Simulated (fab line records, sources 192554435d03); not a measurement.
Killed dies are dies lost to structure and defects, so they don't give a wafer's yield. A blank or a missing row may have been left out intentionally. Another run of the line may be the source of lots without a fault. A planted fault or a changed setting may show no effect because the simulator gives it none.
fab line records	flow n5Finfet	part 1 of 2: steps 1 to 3 of 6
record: lots: 23	wafers: 69	lastDay: 17
route steps=1938 shown FIN_SAQP@115 FIN_CUT@175 STI_FIN_REVEAL@200
lots that met no fault: from a run of the same line without faults
startH: the number of hours between the record's first day and the start of the first shown wafer of the lot	waitH: how many hours have passed since the lot's step before this one	" the same as in the row above	L1.1+2: a single row standing in for several wafers	- no value, or no start was given	* or withheld: withheld	< > ~ a bound
route shown NAME@n: a module of which the file shows steps, and the number in the route of the first	usual: the fault-free wafers' mean and standard deviation	same: alike in all rows	chamber/n: place in a boat	sites: each site's reading	_std_site: standard deviation across them	_edge_site: inner sites' mean taken away from outer sites' mean	radiusMm: for every site, how far away it sits from the centre of the wafer	mask NAME#n: copy n	behind: the tool/chamber that last shaped the wafer	hold: cause of the lot's hold/its duration in hours/its outcome	device: which transistor (n, p or np) failed to switch	end of line: the tests these same wafers got at the end of their route	for a step that has no rows: nothing shown but its recipe	killed: not the wafer's yield, but the dies lost to structure and defects at the first sort	map: the dies of a wafer, with x for killed, . for not killed, _ for no die there
set.NAME: setting as actually run; set.NAME@STEP: the setting as run at that earlier step	model.NAME: the simulator's own value behind a step, which no gauge read
one table for each step of the route and one row for each wafer, over a sample of lots
services: from which hour (startH, from the record's first day; less than 0 if before it) a tool's chamber was out of use, for how many hours, and why
== steps ==
step: N5_FIN_SAQP_ETCH_51
recipe: chemistry: CF4	target: SiARC	targetDepthA: 455	maskMaterial: CAR-ArF	timeS: 75.8	ionEnergyEv: 80	pressureMtorr: 40	sourceW: 545	biasW: 36	Ar_flow_sccm: 100	cf4FlowSccm: 100	ends: cleared
usual: drypumpMotorCurrentA: 5.7/0.46	etchRfOnTimeS: 76.5/2.2	oesProductAu: 0.69/0.076	rfVppV: 184.1/1	showerheadPlenumPTorr: 2.15/0.053	throttleValvePct: 15.69/0.21
lot.wafer	tool	chamber	startH	waitH	drypumpMotorCurrentA	etchRfOnTimeS	oesProductAu	rfHoursCounterH	rfVppV	showerheadPlenumPTorr	throttleValvePct
L074.2	rieDiel-01	3	22.45	0.0	6.0	77.0	0.73	42	185.3	2.20	15.68
L074.3	"	2	"	"	5.3	74.4	0.69	82	185.3	2.25	15.59
L074.4	"	0	"	"	6.3	75.5	0.72	86	184.5	2.20	15.66
L075.4	rieDiel-01	3	27.69	0.0	6.0	77.3	0.73	44	185.8	2.20	15.67
L075.5	"	0	"	"	6.3	75.8	0.72	-	183.9	2.20	15.68
L075.6	"	1	"	"	5.8	78.0	0.62	-	182.2	2.11	16.03
L076.2	rieDiel-05	0	34.07	0.0	5.1	73.5	0.83	7	182.6	2.12	15.36
L076.3	"	3	"	"	5.0	82.6	0.57	226	184.9	2.14	15.95
L076.6	"	0	"	"	5.1	73.7	0.84	-	182.9	2.12	15.38
L077.3	rieDiel-04	2	40.56	0.0	5.4	77.6	0.60	230	185.0	2.11	15.74
L077.5	"	3	"	"	6.0	75.6	0.58	-	183.6	2.12	15.74
L077.6	"	2	"	"	5.3	77.0	0.60	-	184.1	2.11	15.72
L078.2	rieDiel-01	0	46.27	0.0	6.3	75.4	0.70	93	184.3	2.19	15.68
L078.3	"	2	"	"	5.3	75.3	0.69	89	185.4	2.25	15.61
L078.4	"	1	"	"	5.7	77.5	0.61	179	185.0	2.11	16.02
L079.1	rieDiel-04	1	54.28	0.0	5.4	74.3	0.81	7	183.5	2.19	15.50
L079.2	"	0	"	"	5.9	75.2	0.71	83	184.3	2.07	15.45
L079.6	"	0	"	"	5.9	75.7	0.70	-	184.2	2.07	15.45
L080.1	rieDiel-01	3	58.08	0.0	6.0	77.1	0.73	54	185.0	2.19	15.72
L080.3	"	1	"	"	5.8	78.3	0.60	183	185.8	2.11	16.05
L080.4	"	0	"	"	6.3	74.6	0.71	98	183.8	2.19	15.69
L081.1	rieDiel-01	1	64.79	0.0	5.8	78.2	0.60	185	185.2	2.11	16.04
L081.3	"	3	"	"	6.0	76.8	0.72	56	183.3	2.19	15.71
L081.6	"	1	"	"	5.8	78.0	0.60	-	183.2	2.11	16.05
L082.1	rieDiel-05	0	70.31	0.0	5.1	73.2	0.80	19	184.8	2.12	15.39
L082.3	"	3	"	"	5.0	81.5	0.57	240	183.3	2.14	15.99
L082.4	"	2	"	"	6.7	81.7	0.63	146	185.1	2.13	15.94
L083.1	rieDiel-04	0	76.24	0.0	5.9	76.3	0.70	90	184.2	2.07	15.43
L083.4	"	2	"	"	5.4	78.2	0.59	242	182.6	2.10	15.77
L083.5	"	2	"	"	5.3	77.4	0.59	-	182.4	2.10	15.79
L084.2	rieDiel-04	2	81.90	0.0	5.4	77.5	0.59	244	183.6	2.10	15.77
L084.3	"	1	"	"	5.4	74.5	0.79	16	184.5	2.19	15.53
L084.6	"	2	"	"	5.4	77.4	0.59	-	182.7	2.10	15.76
L085.2	rieDiel-01	2	89.00	0.0	5.3	74.7	0.68	104	184.4	2.24	15.63
L085.4	"	3	"	"	6.0	77.6	0.71	64	184.1	2.19	15.72
L085.5	"	2	"	"	5.3	73.8	0.68	-	184.7	2.24	15.64
L086.2	rieDiel-04	2	94.56	0.0	5.4	77.0	0.59	249	183.0	2.10	15.78
L086.3	"	1	"	"	5.4	73.9	0.78	21	185.1	2.19	15.53
L086.6	"	0	"	"	5.9	76.2	0.69	-	184.4	2.07	15.46
L087.3	rieDiel-01	1	100.66	0.0	5.8	79.0	0.60	197	183.9	2.11	16.08
L087.5	"	0	"	"	6.3	75.5	0.69	-	184.9	2.19	15.72
L087.6	"	1	"	"	5.7	78.8	0.60	-	183.8	2.11	16.07
L088.1	rieDiel-05	1	105.89	0.0	5.8	76.3	0.77	23	181.9	2.09	15.45
L088.5	"	0	"	"	5.1	74.7	0.77	-	184.5	2.11	15.44
L088.6	"	2	"	"	6.7	82.6	0.61	-	183.8	2.13	15.98
L089.1	rieDiel-01	3	111.61	0.0	6.0	77.1	0.71	73	184.4	2.19	15.74
L089.2	"	0	"	"	6.3	75.5	0.69	117	184.2	2.19	15.73
L089.3	"	1	"	"	5.7	79.1	0.60	201	183.8	2.10	16.09
L090.1	rieDiel-04	1	118.58	0.0	5.4	74.2	0.76	31	184.9	2.18	15.56
L090.3	"	3	"	"	6.0	74.5	0.84	4	184.3	2.12	15.28
L090.5	"	0	"	"	5.9	77.4	0.67	-	182.5	2.07	15.46
L091.2	rieDiel-01	3	123.57	0.0	6.0	77.4	0.69	77	186.3	2.18	15.75
L091.5	"	3	"	"	6.0	77.3	0.70	-	184.7	2.18	15.75
L091.6	"	2	"	"	5.3	75.4	0.66	-	186.6	2.24	15.65
L092.1	rieDiel-04	2	129.76	0.0	5.3	75.3	0.83	4	184.1	2.10	15.26
L092.2	"	3	"	"	6.0	73.7	0.84	7	183.7	2.11	15.30
L092.4	"	0	"	"	5.9	76.7	0.68	107	182.1	2.06	15.49
L094.3	rieDiel-01	0	142.48	0.0	6.3	76.6	0.67	127	185.1	2.18	15.73
L094.4	"	1	"	"	5.8	78.7	0.59	211	185.0	2.10	16.11
L094.6	"	3	"	"	6.0	77.0	0.70	-	183.0	2.18	15.75
L095.2	rieDiel-05	2	148.33	0.0	6.7	82.6	0.60	173	182.5	2.12	16.00
L095.5	"	0	"	"	5.1	74.8	0.73	-	182.7	2.11	15.46
L095.6	"	3	"	"	5.0	77.1	0.80	-	183.9	2.13	15.51
L096.4	rieDiel-05	2	153.62	0.0	6.7	82.2	0.60	174	183.5	2.12	16.01
L096.5	"	2	"	"	6.7	82.7	0.60	-	184.5	2.12	15.99
L096.6	"	3	"	"	4.9	77.0	0.80	-	184.9	2.13	15.53
L097.2	rieDiel-01	3	163.67	0.0	6.0	76.9	0.68	93	183.6	2.18	15.78
L097.4	"	0	"	"	6.3	76.0	0.67	135	184.0	2.18	15.75
L097.6	"	2	"	"	5.3	75.5	0.65	-	184.9	2.23	15.68
step: N5_FIN_SAQP_STRIP_55
recipe: chemistry: N2/H2	powerW: 500	tempC: 40	pressureMtorr: 50	rfFrequencyHz: 6e+07	overashFraction: 0.3	biasPowerW: 28	h2Frac: 0.5	n2FlowSccm: 300	h2FlowSccm: 300
usual: drypumpMotorCurrentA: 5.7/0.48	oesProductAu: 0.83/0.097	rfVppV: 121.7/1.4	showerheadPlenumPTorr: 3.35/0.081	tempC: 40.00/0.12	throttleValvePct: 19.1/0.48
lot.wafer	tool	chamber	startH	waitH	drypumpMotorCurrentA	oesProductAu	rfHoursCounterH	rfVppV	showerheadPlenumPTorr	tempC	throttleValvePct
L074.2	rieDiel-05	1	22.79	0.1	5.8	0.69	247	123.5	3.26	40.10	18.9
L074.3	"	2	"	"	6.7	0.77	126	123.3	3.40	39.93	20.0
L074.4	"	0	"	"	5.1	1.00	1	120.0	3.30	39.95	18.8
L075.4	rieDiel-01	1	28.04	0.1	5.8	0.73	173	122.7	3.36	39.92	20.0
L075.5	"	2	"	"	5.3	0.82	-	122.5	3.53	39.96	19.1
L075.6	"	1	"	"	5.8	0.73	-	121.1	3.36	39.92	20.0
L076.2	rieDiel-01	2	34.41	0.1	5.3	0.82	85	119.1	3.53	40.29	19.1
L076.3	"	3	"	"	6.0	0.86	46	122.1	3.41	40.03	18.8
L076.6	"	1	"	"	5.8	0.73	-	121.8	3.36	40.00	20.0
L077.3	rieDiel-04	0	40.91	0.1	5.9	0.85	79	121.6	3.29	39.96	19.3
L077.5	"	2	"	"	5.4	0.69	-	121.5	3.35	40.01	19.4
L077.6	"	3	"	"	6.1	0.67	-	120.7	3.29	39.91	18.8
L078.2	rieDiel-01	2	46.89	0.3	5.3	0.80	89	121.2	3.53	39.92	19.2
L078.3	"	0	"	"	6.3	0.81	94	121.3	3.43	40.04	19.0
L078.4	"	1	"	"	5.8	0.72	179	122.2	3.36	40.09	20.0
L079.1	rieDiel-01	3	54.63	0.1	6.0	0.85	52	119.6	3.40	40.00	18.8
L079.2	"	2	"	"	5.3	0.79	92	120.7	3.53	39.96	19.2
L079.6	"	0	"	"	6.4	0.82	-	122.0	3.43	39.94	19.0
L080.1	rieDiel-04	2	58.42	0.1	5.4	0.69	236	120.8	3.35	40.11	19.4
L080.3	"	3	"	"	6.1	0.67	240	122.1	3.29	40.19	18.7
L080.4	"	0	"	"	5.9	0.84	84	122.5	3.29	40.04	19.3
L081.1	rieDiel-01	1	65.14	0.1	5.8	0.72	185	121.0	3.35	40.36	20.0
L081.3	"	3	"	"	6.0	0.85	56	123.7	3.40	40.22	18.9
L081.6	"	2	"	"	5.3	0.80	-	125.8	3.53	39.94	19.2
L082.1	rieDiel-05	3	70.67	0.1	5.0	0.68	240	121.2	3.31	39.86	19.2
L082.3	"	2	"	"	6.7	0.76	146	122.7	3.39	39.86	20.1
L082.4	"	0	"	"	5.1	0.95	20	122.5	3.29	40.08	18.8
L083.1	rieDiel-04	0	76.58	0.1	6.0	0.82	90	119.2	3.29	39.81	19.3
L083.4	"	1	"	"	5.4	0.94	14	120.9	3.45	40.09	18.7
L083.5	"	0	"	"	5.9	0.83	-	121.0	3.29	40.04	19.3
L084.2	rieDiel-04	2	82.25	0.1	5.4	0.69	244	123.0	3.34	40.12	19.4
L084.3	"	3	"	"	6.0	0.67	248	117.3	3.29	39.99	18.7
L084.6	"	2	"	"	5.4	0.68	-	121.4	3.34	40.03	19.4
L085.2	rieDiel-05	2	89.35	0.1	6.7	0.76	148	123.4	3.39	39.96	20.1
L085.4	"	3	"	"	5.0	0.69	247	122.5	3.30	40.10	19.2
L085.5	"	1	"	"	5.8	0.93	-	119.6	3.25	40.02	18.6
L086.2	rieDiel-04	1	94.91	0.1	5.4	0.92	21	124.3	3.45	39.84	18.8
L086.3	"	0	"	"	5.9	0.83	94	122.1	3.29	39.91	19.3
L086.6	"	1	"	"	5.4	0.93	-	121.9	3.45	39.85	18.7
L087.3	rieDiel-01	3	101.08	0.1	6.0	0.83	69	123.0	3.39	39.98	18.9
L087.5	"	0	"	"	6.3	0.79	-	122.8	3.42	39.98	19.1
L087.6	"	3	"	"	6.0	0.84	-	123.6	3.39	40.04	18.9
L088.1	rieDiel-05	0	106.24	0.1	5.1	0.90	35	122.3	3.28	40.02	18.8
L088.5	"	2	"	"	6.8	0.73	-	120.6	3.38	40.18	20.1
L088.6	"	1	"	"	5.8	0.91	-	123.2	3.25	39.99	18.6
L089.1	rieDiel-04	3	111.96	0.1	6.0	1.01	2	123.5	3.28	39.84	18.4
L089.2	"	0	"	"	5.9	0.79	102	119.7	3.28	40.19	19.3
L089.3	"	1	"	"	5.4	0.91	29	119.4	3.44	40.10	18.7
L090.1	rieDiel-01	0	119.07	0.2	6.3	0.80	119	122.7	3.41	40.21	19.1
L090.3	"	1	"	"	5.8	0.70	204	124.1	3.34	40.12	20.0
L090.5	"	1	"	"	5.8	0.71	-	122.7	3.34	40.00	20.1
L091.2	rieDiel-01	0	123.93	0.1	6.4	0.78	121	120.9	3.41	39.98	19.0
L091.5	"	3	"	"	6.0	0.82	-	123.5	3.39	40.03	18.9
L091.6	"	2	"	"	5.3	0.78	-	122.0	3.52	40.19	19.2
L092.1	rieDiel-04	1	130.10	0.1	5.5	0.90	35	122.2	3.44	39.98	18.8
L092.2	"	2	"	"	5.4	0.96	4	123.6	3.33	39.85	18.9
L092.4	"	3	"	"	6.1	0.97	8	122.8	3.28	39.83	18.4
L094.3	rieDiel-04	3	142.91	0.1	6.0	0.96	12	123.4	3.28	39.92	18.4
L094.4	"	1	"	"	5.4	0.89	40	122.0	3.44	39.88	18.8
L094.6	"	3	"	"	6.0	0.97	-	122.2	3.28	39.85	18.4
L095.2	rieDiel-05	0	148.72	0.1	5.1	0.88	53	121.8	3.27	40.00	18.9
L095.5	"	1	"	"	5.8	0.87	-	118.4	3.24	39.95	18.6
L095.6	"	0	"	"	5.1	0.87	-	122.2	3.27	40.09	18.9
L096.4	rieDiel-05	1	153.97	0.1	5.8	0.88	41	124.0	3.24	39.84	18.6
L096.5	"	3	"	"	5.0	0.98	-	120.9	3.29	40.05	18.9
L096.6	"	0	"	"	5.1	0.89	-	120.9	3.27	39.98	18.9
L097.2	rieDiel-05	1	164.02	0.1	5.8	0.86	45	116.5	3.24	39.98	18.6
L097.4	"	3	"	"	5.0	0.98	18	121.5	3.29	40.18	18.9
L097.6	"	1	"	"	5.8	0.86	-	122.8	3.24	40.02	18.6
step: N5_FIN_SAQP_MANDREL1_REMOVE_56
recipe: chemistry: HBr/Cl2/O2	btTimeS: 10	target: a-Si	stopOn: SiNx	endpoint: OES-SiCl	overEtchFrac: 1	icpW: 600	biasW: 22	HBr_flow_sccm: 150	Cl2_flow_sccm: 80	O2_flow_sccm: 5	pressureMtorr: 10
usual: drypumpMotorCurrentA: 5.8/0.43	mfcCl2Sccm: 80.01/0.23	oesProductAu: 1.003/0.019	throttleValvePct: 36.8/0.45
lot.wafer	tool	chamber	startH	waitH	drypumpMotorCurrentA	mfcCl2Sccm	oesProductAu	rfHoursCounterH	throttleValvePct
L074.2	rieSi-04	0	24.35	0.1	6.2	79.96	1.019	72	36.9
L074.3	"	2	"	"	5.3	80.21	0.991	33	37.2
L074.4	"	1	"	"	6.2	80.07	0.965	42	36.4
L075.4	rieSi-04	0	29.55	0.1	6.1	79.95	1.019	72	36.9
L075.5	"	3	"	"	5.6	80.15	0.989	-	36.7
L075.6	"	0	"	"	6.1	79.99	1.014	-	36.9
L076.2	rieSi-05	1	35.95	0.1	4.8	80.03	1.038	91	37.5
L076.3	"	3	"	"	5.9	79.81	1.020	125	36.7
L076.6	"	3	"	"	5.9	79.96	1.025	-	36.7
L077.3	rieSi-01	0	42.70	0.1	5.9	80.20	1.002	1	36.8
L077.5	"	0	"	"	5.9	79.89	0.997	-	36.8
L077.6	"	1	"	"	5.7	80.10	1.021	-	36.5
L078.2	rieSi-04	1	48.41	0.1	6.2	80.42	0.981	43	36.4
L078.3	"	3	"	"	5.6	79.91	0.995	183	36.7
L078.4	"	0	"	"	6.2	79.80	1.025	73	36.9
L079.1	rieSi-04	1	56.18	0.1	6.2	80.26	0.977	43	36.4
L079.2	"	3	"	"	5.6	80.14	0.983	183	36.7
L079.6	"	0	"	"	6.2	80.16	1.012	-	36.9
L080.1	rieSi-04	1	59.95	0.1	6.2	79.71	0.979	43	36.4
L080.3	"	2	"	"	5.3	79.80	0.990	34	37.2
L080.4	"	0	"	"	6.1	80.25	1.016	73	36.9
L081.1	rieSi-05	2	67.51	0.1	5.6	80.21	0.991	194	37.2
L081.3	"	0	"	"	6.2	80.16	0.999	148	35.9
L081.6	"	1	"	"	4.8	79.69	1.035	-	37.5
L082.1	rieSi-05	0	72.19	0.1	6.2	80.06	0.999	148	35.9
L082.3	"	1	"	"	4.8	80.02	1.027	91	37.5
L082.4	"	3	"	"	5.9	80.09	1.022	125	36.7
L083.1	rieSi-04	2	78.19	0.1	5.3	79.36	0.982	34	37.2
L083.4	"	1	"	"	6.2	79.90	0.972	-	36.4
L083.5	"	2	"	"	5.3	79.77	0.985	-	37.2
L084.2	rieSi-04	3	84.29	0.1	5.6	80.30	1.006	183	36.7
L084.3	"	1	"	"	6.2	80.06	0.982	44	36.4
L084.6	"	1	"	"	6.2	79.90	0.977	-	36.4
L085.2	rieSi-01	3	90.88	0.1	5.5	80.44	0.990	99	36.5
L085.4	"	0	"	"	5.9	79.83	0.999	2	36.7
L085.5	"	1	"	"	5.7	79.68	1.030	-	36.5
L086.2	rieSi-05	3	96.90	0.1	5.9	80.15	1.036	126	36.7
L086.3	"	1	"	"	4.8	80.08	1.032	92	37.5
L086.6	"	0	"	"	6.1	80.14	1.009	-	35.9
L087.3	rieSi-05	3	102.72	0.1	5.9	79.94	1.031	126	36.7
L087.5	"	3	"	"	5.9	80.53	1.020	-	36.7
L087.6	"	0	"	"	6.2	80.09	1.006	-	35.9
L088.1	rieSi-04	0	107.75	0.1	6.1	80.21	1.017	74	36.9
L088.5	"	0	"	"	6.1	80.02	1.016	-	36.9
L088.6	"	1	"	"	6.2	79.44	0.972	-	36.5
L089.1	rieSi-04	2	113.98	0.1	5.3	80.09	0.990	35	37.2
L089.2	"	0	"	"	6.2	79.92	1.035	74	36.9
L089.3	"	3	"	"	5.7	79.69	1.005	184	36.7
L090.1	rieSi-05	2	121.37	0.1	5.6	80.15	0.999	195	37.2
L090.3	"	3	"	"	5.9	80.16	1.021	126	36.7
L090.5	"	0	"	"	6.2	79.85	0.994	-	35.9
L091.2	rieSi-05	0	126.27	0.1	6.2	79.59	1.005	149	35.9
L091.5	"	2	"	"	5.6	80.12	0.990	-	37.2
L091.6	"	3	"	"	5.9	79.82	1.027	-	36.7
L092.1	rieSi-04	2	131.73	0.1	5.3	79.86	0.987	35	37.2
L092.2	"	0	"	"	6.2	80.10	1.018	74	36.9
L092.4	"	3	"	"	5.7	79.73	1.008	184	36.7
L094.3	rieSi-04	0	144.42	0.1	6.1	80.58	1.011	74	36.9
L094.4	"	2	"	"	5.2	80.11	0.986	35	37.2
L094.6	"	0	"	"	6.2	80.42	1.015	-	36.9
L095.2	rieSi-05	0	150.47	0.1	6.2	79.59	1.003	150	35.9
L095.5	"	1	"	"	4.8	79.84	1.031	-	37.5
L095.6	"	3	"	"	5.9	80.01	1.020	-	36.7
L096.4	rieSi-04	2	156.08	0.1	5.3	79.72	0.985	36	37.2
L096.5	"	0	"	"	6.1	80.43	1.026	-	36.9
L096.6	"	3	"	"	5.6	80.30	0.995	-	36.7
L097.2	rieSi-05	2	165.57	0.1	5.6	79.86	0.996	0	36.9
L097.4	"	1	"	"	4.8	79.73	1.027	93	37.5
L097.6	"	3	"	"	5.9	79.87	1.027	-	36.7
